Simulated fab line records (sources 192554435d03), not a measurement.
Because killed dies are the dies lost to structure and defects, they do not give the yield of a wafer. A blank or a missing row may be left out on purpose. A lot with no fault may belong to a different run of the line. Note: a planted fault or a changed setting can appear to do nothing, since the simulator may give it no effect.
Which tool did it? ; flow n5 finfet ; 8 lots, 23 wafers sampled, at 6 steps of a route of 1938

## WHAT EACH GAUGE READ, for each wafer
N5_GATE_CUT_CD_MEAS_13 targets a cd of 20 nm. Usual: cd nm reads 20.0 nm (standard deviation 0.31).
lot;measured;on;cd nm (nm);flag
L813;day 5 07:05;cd sem-01;20.1 20.0 19.4;
L815;day 5 19:36;cd sem-03;20.4 20.2 20.2;
L819;day 6 23:40;cd sem-03;20.1 19.7;
L820;day 7 01:02;cd sem-03;20.6 20.1 20.2;
L826;day 8 10:28;cd sem-03;20.3 19.8 20.0;
L828;day 8 23:13;cd sem-02;20.1 19.6 20.0;
L830;day 9 10:41;cd sem-01;19.8 19.8 20.3;
L831;day 9 18:49;cd sem-01;19.8 19.4 19.9;

N5_BEOL_M4_RC_MEAS_101. Usual: DIBL_N 37.1 mV/V, standard deviation 2.4; DIBL_P 37 mV/V, standard deviation 3; IOFF_N 0.18 nA/um, standard deviation 0.053; IOFF_P 0.21 nA/um, standard deviation 0.05; ION_N 674 uA/um, standard deviation 14; ION_P 459 uA/um, standard deviation 9.2; SS_N 72.1 mV/dec, standard deviation 0.9; SS_P 73.4 mV/dec, standard deviation 0.89; VT_N 250 mV, standard deviation 3.8; VT_P -251 mV, standard deviation 3.7.
lot;measured;on;DIBL_N (mV/V);DIBL_P (mV/V);IOFF_N (nA/um);IOFF_P (nA/um);ION_N (uA/um);ION_P (uA/um);SS_N (mV/dec);SS_P (mV/dec);VT_N (mV);VT_P (mV);flag
L813;day 9 13:48;prober-01;37.7 36.7 37.9;39 37 38;0.20 0.19 0.20;0.25 0.23 0.23;688 681 664;467 464 453;71.6 72.0 73.0;73.7 72.7 73.8;248 245 247;-248 -248 -248;
L815;day 9 13:41;prober-02;40.3 35.2 36.3;37 35 36;0.26 0.13 0.14;0.19 0.16 0.17;659 654 655;447 445 441;74.5 70.6 71.5;73.1 73.0 72.5;250 253 252;-253 -254 -254;
L819;day 10 14:05;prober-01;39.7 34.1;37 32;0.20 0.10;0.19 0.13;670 651;449 446;73.0 71.8;74.5 72.7;251 259;-256 -258;
L820;day 10 18:53;prober-02;37.4 37.3 38.5;35 39 39;0.20 0.17 0.20;0.18 0.22 0.22;679 670 672;453 455 449;72.4 71.4 73.4;73.6 74.0 74.6;248 251 250;-253 -252 -251;
L830;day 13 00:14;prober-02;41.6 35.2 39.3;41 35 38;0.28 0.14 0.24;0.27 0.17 0.23;683 651 682;463 446 461;73.6 71.9 73.2;75.0 72.9 74.9;243 255 247;-248 -255 -251;
L831;day 13 21:18;prober-02;32.5 36.1 37.3;33 37 39;0.12 0.17 0.21;0.14 0.18 0.22;665 690 697;453 459 464;71.2 71.7 72.5;72.1 72.8 74.6;252 249 244;-255 -255 -252;

## WHICH TOOL RAN EACH LOT (tool, then ch and the chambers of the sampled wafers, then the start)
lot;N5_HKMG_FIN_ETCH_35;N5_HKMG_FIN_STRIP_92;N5_GATE_CUT_SAC_CAP_01;N5_GATE_CUT_ETCH_19
L813;rie diel-05 ch 0,1,3, day 4 22:45;rie diel-05 ch 0,1,3, day 4 22:54;ald sin-01 ch 0,1,3, day 5 04:08;rie diel-04 ch 0,1,3, day 5 07:30
L815;rie diel-02 ch 0,3, day 5 11:34;rie diel-02 ch 0,3, day 5 11:43;ald sin-01 ch 0,2, day 5 16:30;rie diel-01 ch 1,2,3, day 5 20:01
L819;rie diel-02 ch 2,3, day 6 15:44;rie diel-02 ch 2,3, day 6 15:53;ald sin-04 ch 1,2, day 6 20:35;rie diel-03 ch 0,1, day 7 00:34
L820;rie diel-05 ch 0,2, day 6 17:16;rie diel-05 ch 0,2, day 6 17:24;ald sin-03 ch 0,1,3, day 6 22:05;rie diel-01 ch 0,1,2, day 7 01:26
L826;rie diel-06 ch 1,2, day 8 02:31;rie diel-06 ch 1,2, day 8 02:40;ald sin-03 ch 0,1,3, day 8 07:24;rie diel-01 ch 0,1,3, day 8 10:52
L828;rie diel-02 ch 0,3, day 8 15:23;rie diel-02 ch 0,3, day 8 15:32;ald sin-01 ch 2,3, day 8 20:17;rie diel-03 ch 2,3, day 8 23:37
L830;rie diel-05 ch 0,2,3, day 9 02:44;rie diel-05 ch 0,2,3, day 9 02:53;ald sin-04 ch 0,1,2, day 9 07:37;rie diel-04 ch 0,3, day 9 11:06
L831;rie diel-02 ch 0,2, day 9 10:53;rie diel-02 ch 0,2, day 9 11:02;ald sin-01 ch 0,1,2, day 9 15:45;rie diel-01 ch 1,2,3, day 9 19:14
- N5_HKMG_FIN_ETCH_35: etches SOC in N2/H2, target depth 215.8 nm, time 243.4 s.
- N5_HKMG_FIN_STRIP_92: strips SOC in N2/H2, time 20 s.
- N5_GATE_CUT_SAC_CAP_01: material SiNx, target thk 24 nm, pulse time 1 s, ald cycles 480.
- N5_GATE_CUT_ETCH_19: etches SiNx in CH3F/O2, target depth 53.7 nm, time 76.7 s.

## WHAT THE TOOLS THEMSELVES READ (means of the sampled wafers that have a number; where no wafer has one, the mark that the record gives instead)
N5_HKMG_FIN_ETCH_35. Usual: drypump motor current A 5.6 A, standard deviation 0.56; h2 flow sccm 200.1 sccm, standard deviation 0.57; oes product au 0.79 a.u., standard deviation 0.089; rf vpp V 141.7 V, standard deviation 0.94; showerhead plenum p Torr 2.56 Torr, standard deviation 0.079; throttle valve pct 17.78 %, standard deviation 0.24.
lot;tool;drypump motor current A (A);h2 flow sccm (sccm);oes product au (a.u.);rf vpp V (V);showerhead plenum p Torr (Torr);throttle valve pct (%);flag
L813;rie diel-05;5.5;200.1;0.73;141.4;2.50;17.99;
L815;rie diel-02;5.8;200.0;0.80;141.4;2.57;17.82;
L819;rie diel-02;5.6;200.1;0.75;142.3;2.59;17.62;
L820;rie diel-05;6.2;200.3;0.86;141.9;2.63;17.75;
L826;rie diel-06;6.1;199.9;0.84;141.7;2.66;17.66;
L828;rie diel-02;6.2;200.6;0.73;141.1;2.54;17.92;
L830;rie diel-05;5.9;199.9;0.84;142.2;2.56;17.86;
L831;rie diel-02;5.0;200.1;0.78;142.3;2.62;17.49;

N5_HKMG_FIN_STRIP_92. Usual: drypump motor current A 5.6 A, standard deviation 0.56; h2 flow sccm 300.0 sccm, standard deviation 0.91; oes product au 0.79 a.u., standard deviation 0.086; rf vpp V 54.3 V, standard deviation 0.97; showerhead plenum p Torr 3.38 Torr, standard deviation 0.1; throttle valve pct 18.9 %, standard deviation 0.47.
lot;tool;drypump motor current A (A);h2 flow sccm (sccm);oes product au (a.u.);rf vpp V (V);showerhead plenum p Torr (Torr);throttle valve pct (%);flag
L813;rie diel-05;5.6;299.5;0.73;53.9;3.30;19.4;
L815;rie diel-02;5.8;300.7;0.79;53.8;3.39;18.8;
L819;rie diel-02;5.6;300.5;0.76;55.3;3.42;18.4;
L820;rie diel-05;6.2;299.4;0.86;54.9;3.47;19.1;
L826;rie diel-06;6.1;298.8;0.84;55.0;3.51;18.4;
L828;rie diel-02;6.2;299.9;0.74;54.0;3.36;18.8;
L830;rie diel-05;5.9;299.5;0.84;53.8;3.37;19.3;
L831;rie diel-02;5.0;300.1;0.78;54.5;3.45;18.4;

N5_GATE_CUT_SAC_CAP_01. Usual: chamber pressure Torr 2.000 Torr, standard deviation 0.0045; heater power w 864 W, standard deviation 64; precursor pulse height rel 0.998, standard deviation 0.019.
lot;tool;chamber pressure Torr (Torr);heater power w (W);precursor pulse height rel;flag
L813;ald sin-01;2.002;902;1.014;
L815;ald sin-01;2.001;897;0.981;
L819;ald sin-04;1.998;813;1.011;
L820;ald sin-03;2.001;793;1.003;
L826;ald sin-03;-;-;-;OFF
L828;ald sin-01;-;-;-;OFF
L830;ald sin-04;1.999;818;1.009;
L831;ald sin-01;2.002;876;0.996;

N5_GATE_CUT_ETCH_19. Usual: drypump motor current A 5.7 A, standard deviation 0.32; etch rf on time s 76.4 s, standard deviation 1.6; oes product au 0.68 a.u., standard deviation 0.054; rf vpp V 299 V, standard deviation 9.4; showerhead plenum p Torr 2.00 Torr, standard deviation 0.068; throttle valve pct 16.32 %, standard deviation 0.24.
lot;tool;drypump motor current A (A);etch rf on time s (s);oes product au (a.u.);rf vpp V (V);showerhead plenum p Torr (Torr);throttle valve pct (%);flag
L813;rie diel-04;5.5;75.4;0.73;299;1.99;16.09;
L815;rie diel-01;6.0;76.0;0.65;298;1.98;16.48;
L819;rie diel-03;5.5;75.8;0.73;306;2.08;16.37;
L820;rie diel-01;6.0;76.5;0.67;304;2.02;16.36;
L826;rie diel-01;5.8;6.0;0.29;302;1.96;16.35;OFF
L828;rie diel-03;5.7;6.0;0.27;303;2.07;16.69;OFF
L830;rie diel-04;5.5;77.5;0.67;293;2.00;16.20;
L831;rie diel-01;6.0;75.5;0.64;297;1.98;16.53;

## THE ANSWER, worked out from the rows above alone
Rule: a lot is off if the mean of its wafers that have a number lies more than 3 standard deviations from the usual mean. A lot without any number at a reading at which 4 lots or more have one is off too. All remaining lots with rows at the step are treated as sound. The gauges are gone through in route order, then the tools' own readings, and for those a lot's mean is taken as printed above. The first step at which some lot is off is used, and at that step the reading that is off furthest; a lot without a number counts as furthest.
Off: L826, L828 (N5_GATE_CUT_SAC_CAP_01, chamber pressure Torr). Without a number there: L826, L828.
If a tool, at that step or one of the process steps before it, ran each lot that is off and ran no sound lot following the first of them, it fits. Of those tried, none fits.

## WHAT THE SIMULATOR PUT IN
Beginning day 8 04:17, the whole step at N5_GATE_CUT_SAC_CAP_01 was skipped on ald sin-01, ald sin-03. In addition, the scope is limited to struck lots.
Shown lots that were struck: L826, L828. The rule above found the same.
